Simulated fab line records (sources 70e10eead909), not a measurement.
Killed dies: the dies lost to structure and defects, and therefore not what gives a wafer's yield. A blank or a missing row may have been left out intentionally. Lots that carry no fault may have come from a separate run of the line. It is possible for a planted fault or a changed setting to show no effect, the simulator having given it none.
What tool caused it? -- flow nand harc -- 14 lots, 40 wafers sampled, at 6 steps of a route of 1159

== WHAT THE GAUGES READ, wafer by wafer ==
NHARC_A_ONON_D1_THK_MEAS_11: measures by ellipsometry.
lot,measured,on,thk nm (nm)
L135,day 7 20:11,film metro-02,998 997 998
L137,day 8 04:43,film metro-02,999 1000 999
L139,day 8 14:44,film metro-02,996 995 997
L138,day 8 14:49,film metro-02,1008 1010 1008
L140,day 8 14:46,film metro-02,1007 1009 1007
L141,day 9 01:53,film metro-02,1014 1014 1014
L144,day 9 16:59,film metro-01,996 998 995
L143,day 9 17:01,film metro-01,994 997 997
L147,day 10 14:07,film metro-02,1013 1011 1012
L150,day 11 09:49,film metro-02,1006 1006
L152,day 11 17:07,film metro-01,1000 999
L156,day 12 16:11,film metro-02,989 989 989
L157,day 13 10:51,film metro-02,981 980 981
L158,day 13 11:05,film metro-01,1002 1003 1001

NHARC_A_ONON_D1_THK_MEAS_18: measures by ellipsometry.
lot,measured,on,thk nm (nm)
L135,day 8 03:48,film metro-02,1006 1006 1006
L137,day 8 16:02,film metro-01,989 990 992
L139,day 8 23:53,film metro-01,999 998 998
L138,day 8 23:50,film metro-01,983 984 985
L140,day 8 23:50,film metro-02,1013 1015 1013
L141,day 9 10:51,film metro-02,995 994 996
L144,day 10 00:44,film metro-02,1007 1008 1009
L143,day 10 00:44,film metro-01,981 981 981
L147,day 11 01:39,film metro-02,1013 1013 1012
L150,day 11 18:03,film metro-01,989 444
L152,day 12 00:47,film metro-01,991 448
L156,day 13 00:40,film metro-01,993 992 993
L157,day 13 19:24,film metro-02,1001 1003 1004
L158,day 13 19:25,film metro-02,997 997 996

NHARC_END_SORT_01.
lot,measured,on,killed at array,killed at other,killed at periphery,killed dies,killed open,killed short
L150,day 23 18:10,prober-02,23 674,0 0,2 3,25 677,5 4,3 1
L152,day 24 01:55,prober-02,13 671,0 0,4 6,17 677,4 7,3 1

== WHICH TOOL RAN EACH LOT (tool, then ch and the chambers of the sampled wafers, then the start) ==
lot,NHARC_P_BONDPAD_ETCH_37,NHARC_P_BONDPAD_PVD_17,NHARC_A_ONON_D1_DEP_16
L135,"rie diel-09 ch 0,2,3, day 6 19:01","pvd sputter-03, day 7 20:11 or earlier","pecvd onon-04 ch 0, day 8 03:17"
L137,"rie diel-09 ch 2,3, day 6 21:52","pvd sputter-01, day 8 04:43 or earlier","pecvd onon-04 ch 0, day 8 15:38"
L139,"rie diel-09 ch 1,2, day 7 09:45","pvd sputter-01, day 8 14:44 or earlier","pecvd onon-02 ch 0, day 8 23:25"
L138,"rie diel-09 ch 0,2,3, day 7 10:49","pvd sputter-02, day 8 14:49 or earlier","pecvd onon-04 ch 0, day 8 23:23"
L140,"rie diel-09 ch 0,1,3, day 7 11:20","pvd sputter-01, day 8 14:46 or earlier","pecvd onon-03 ch 0, day 8 23:20"
L141,"rie diel-09 ch 0,3, day 7 21:50","pvd sputter-02, day 9 01:53 or earlier","pecvd onon-02 ch 0, day 9 10:27"
L144,"rie diel-02 ch 0,1,3, day 8 12:15","pvd sputter-01, day 9 16:59 or earlier","pecvd onon-03 ch 0, day 10 00:14"
L143,"rie diel-02 ch 1,3, day 8 13:04","pvd sputter-03, day 9 17:01 or earlier","pecvd onon-02 ch 0, day 10 00:17"
L147,"rie diel-09 ch 1,2,3, day 9 11:44","pvd sputter-01, day 10 14:07 or earlier","pecvd onon-02 ch 0, day 11 01:12"
L150,"rie diel-08 ch 2,3, day 10 04:34","pvd sputter-03, day 11 09:49 or earlier","pecvd onon-02 ch 0, day 11 17:43"
L152,"rie diel-08 ch 2,3, day 10 12:08","pvd sputter-01, day 11 17:07 or earlier","pecvd onon-02 ch 0, day 12 00:27"
L156,"rie diel-09 ch 0,1,2, day 11 09:07","pvd sputter-02, day 12 16:11 or earlier","pecvd onon-04 ch 0, day 13 00:10"
L157,"rie diel-09 ch 1,3, day 12 05:34","pvd sputter-01, day 13 10:51 or earlier","pecvd onon-03 ch 0, day 13 18:53"
L158,"rie diel-09 ch 0,3, day 12 06:20","pvd sputter-02, day 13 11:05 or earlier","pecvd onon-04 ch 0, day 13 18:54"
- NHARC_P_BONDPAD_ETCH_37: etches the open film in N2/H2, target depth 60 nm, overetch 18 nm, time 65.91 s.
- NHARC_P_BONDPAD_PVD_17: deposits TaN, target thk 5 nm, time 8.06 s.
- NHARC_A_ONON_D1_DEP_16: target thk 1000 nm.

== WHAT THE TOOLS THEMSELVES READ (means of the sampled wafers that have a number; where no wafer has one, the mark that the record gives instead) ==
NHARC_P_BONDPAD_ETCH_37.
lot,tool,drypump motor current A (A),oes product au (a.u.),rf vpp V (V),showerhead plenum p Torr (Torr),throttle valve pct (%)
L135,rie diel-09,5.6,0.997,429,1.98,14.167
L137,rie diel-09,5.7,1.009,427,1.92,14.173
L139,rie diel-09,5.7,1.000,431,2.10,14.177
L138,rie diel-09,5.6,1.015,429,1.98,14.166
L140,rie diel-09,5.6,1.003,431,2.07,14.178
L141,rie diel-09,5.5,1.000,430,2.03,14.176
L144,rie diel-02,5.6,0.996,431,2.03,14.175
L143,rie diel-02,6.1,0.993,427,1.95,14.167
L147,rie diel-09,5.7,0.999,430,2.01,14.175
L150,rie diel-08,5.8,1.007,429,2.00,14.171
L152,rie diel-08,5.8,1.000,430,2.00,14.180
L156,rie diel-09,5.6,0.997,430,2.06,14.173
L157,rie diel-09,5.7,1.010,432,2.11,14.162
L158,rie diel-09,5.5,1.003,429,1.98,14.176

NHARC_P_BONDPAD_PVD_17.
lot,tool,throttle valve pct (%)
L135,pvd sputter-03,30.5
L137,pvd sputter-01,30.0
L139,pvd sputter-01,29.9
L138,pvd sputter-02,29.9
L140,pvd sputter-01,30.2
L141,pvd sputter-02,30.1
L144,pvd sputter-01,29.9
L143,pvd sputter-03,29.3
L147,pvd sputter-01,29.7
L150,pvd sputter-03,29.4
L152,pvd sputter-01,29.2
L156,pvd sputter-02,30.4
L157,pvd sputter-01,30.0
L158,pvd sputter-02,30.0

== THE ANSWER, worked out from the rows above alone ==
Rule: what is usual is taken from the lots themselves. The widest of any qualifying gaps counts: lots, ordered by their means at a reading, are off when they make up no more than a third of the lots, leave a main group of 4 or more, and stand apart from it by 3 or more times the standard deviation of that group's means. A main group whose means are all the same, to the digits that the tables above print for the reading, isn't used. Also off: a lot with no number at a reading for which 4 or more lots have one. All remaining lots with rows at the step are treated as sound. First the gauges in route order, then the tools' own readings, where a lot's mean is used as printed above. The first step at which some lot is off is used, and at that step the reading that is off furthest; a lot without a number counts as furthest.
Off, at NHARC_A_ONON_D1_THK_MEAS_18 on thk nm: L150, L152. The main group: mean 998 nm, standard deviation 10.
If a tool, at a process step before that reading, ran all the lots that are off and no sound lot after the first of them, it fits. Gauges at NHARC_A_ONON_D1_THK_MEAS_18: tried the same way as those tools. NHARC_P_BONDPAD_PVD_17: start missing for some lots; hours and lot order therefore follow NHARC_A_ONON_D1_THK_MEAS_11. Undecided on this evidence; 2 tools fit (rie diel-08 at NHARC_P_BONDPAD_ETCH_37, pecvd onon-02 at NHARC_A_ONON_D1_DEP_16).

== WHAT THE SIMULATOR HAD PUT IN ==
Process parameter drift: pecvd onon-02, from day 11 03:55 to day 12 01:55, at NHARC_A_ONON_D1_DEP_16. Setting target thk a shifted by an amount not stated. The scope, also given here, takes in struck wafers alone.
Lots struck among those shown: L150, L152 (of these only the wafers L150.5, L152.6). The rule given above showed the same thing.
